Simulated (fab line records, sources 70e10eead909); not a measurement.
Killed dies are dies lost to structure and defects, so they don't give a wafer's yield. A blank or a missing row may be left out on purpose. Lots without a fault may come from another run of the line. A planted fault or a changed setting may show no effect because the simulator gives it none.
A struck lot beside a sound one | flow nand_harc | 13 steps out of a route of 1302
Sound: wafers L216.2, L216.4, L216.5. Struck: wafers L210.3, L210.4, L210.6. The cause comes at the end.
At each step with rows: each side's tool, then ch and its chambers, then its first start. Under that, the readings that differ: sound wafers | struck wafers | difference of the means | sigmas: that difference in standard deviations of wafers without a fault.
alike: readings whose means differ by less than 2 such deviations, and words and numbers that are the same on both sides. not compared: withheld readings, readings that some wafer has no value for, bounds like >300 that may hide the same value, and numbers for which the record gives no deviation and whose values overlap.
The two part at a step that has a row with sigmas, a row that says differs or no value, or rows on one side only. Numbers that don't overlap but have no deviation are shown without sigmas and don't part them. A reading that every wafer of one side lacks parts them only if that side has two wafers or more.

NHARC_A_CHANNEL_FILL_D1_ALD_16: deposits SiO2, target thk 1.5 nm, pulse time 10 s, ald cycles 15.
  sound on ald_hk-01 ch 1,2, day 15 18:20; struck on ald_hk-01 ch 1,2, day 13 20:59
  alike: heater_power_w, precursor_pulse_height_rel
then, 3 steps without rows for these wafers: NHARC_A_CHANNEL_FILL_D1_ANNEAL_17 (time 1800 s); NHARC_A_CHANNEL_FILL_D1_CVD_18 (deposits poly-Si, target thk 3 nm); NHARC_A_CHANNEL_FILL_D1_ETCHBACK_19 (etches the open film in HBr/Cl2, target depth 5 nm, time 1.7 s).
NHARC_A_CHANNEL_FILL_D1_ETCHBACK_20: etches the open film in C4F8/O2/Ar, target depth 27 nm, time 13.5 s.
  sound on rie_diel-11 ch 1,3, day 16 06:28; struck on rie_diel-13 ch 0,2,3, day 14 09:52
  alike: bias_w, chamber_pressure_mTorr, oes_product_au, rf_vpp_V
  not compared: rf_hours_counter_h
NHARC_A_CHANNEL_FILL_D1_STRIP_28: strips in O2, time 20 s.
  sound on rie_diel-11 ch 1,2, day 16 06:34; struck on rie_diel-13 ch 0,1,2, day 14 09:56
  alike: drypump_motor_current_A, oes_product_au, rf_vpp_V, showerhead_plenum_p_Torr, throttle_valve_pct
  not compared: rf_hours_counter_h
then, 4 steps without rows for these wafers: NHARC_A_CHANNEL_FILL_D1_PRECLEAN_21 (cleans in dHF, time 30 s); NHARC_A_CHANNEL_FILL_D1_SRD_23; NHARC_A_CHANNEL_FILL_D1_CVD_05 (deposits poly-Si, target thk 5 nm); NHARC_A_CHANNEL_FILL_D1_ANNEAL_22 (time 7200 s).
NHARC_A_CHANNEL_FILL_D1_ALD_25: deposits SiOx, target thk 60 nm, pulse time 10 s, ald cycles 600.
  sound on ald_hk-04 ch 0,1,2, day 16 21:47; struck on ald_hk-04 ch 0,3, day 14 23:16
  alike: heater_power_w, precursor_pulse_height_rel
NHARC_A_CHANNEL_FILL_D1_ETCHBACK_08: etches the open film in C4F8, target depth 220 nm, time 110 s.
  sound on rie_diel-11 ch 0,1,3, day 17 03:25; struck on rie_diel-10 ch 0,3, day 15 08:41
  no value came back on the struck wafers for chamber_pressure_mTorr (mTorr), oes_product_au (a.u.), rf_vpp_V (V); on the sound wafers chamber_pressure_mTorr (mTorr) reads 24.977 25.045 24.998
  not compared: rf_hours_counter_h
NHARC_A_CHANNEL_FILL_D1_STRIP_29: strips in O2, time 20 s.
  sound on rie_diel-11 ch 1,3; struck on rie_diel-10 ch 0,1, day 15 08:50
  alike: drypump_motor_current_A, oes_product_au, rf_vpp_V, showerhead_plenum_p_Torr, throttle_valve_pct
  not compared: rf_hours_counter_h

WHERE THEY PART
Only at NHARC_A_CHANNEL_FILL_D1_ETCHBACK_08, within this record. Later steps at which nothing parts them and some readings are alike: NHARC_A_CHANNEL_FILL_D1_STRIP_29.

WHY: what the simulator had put in
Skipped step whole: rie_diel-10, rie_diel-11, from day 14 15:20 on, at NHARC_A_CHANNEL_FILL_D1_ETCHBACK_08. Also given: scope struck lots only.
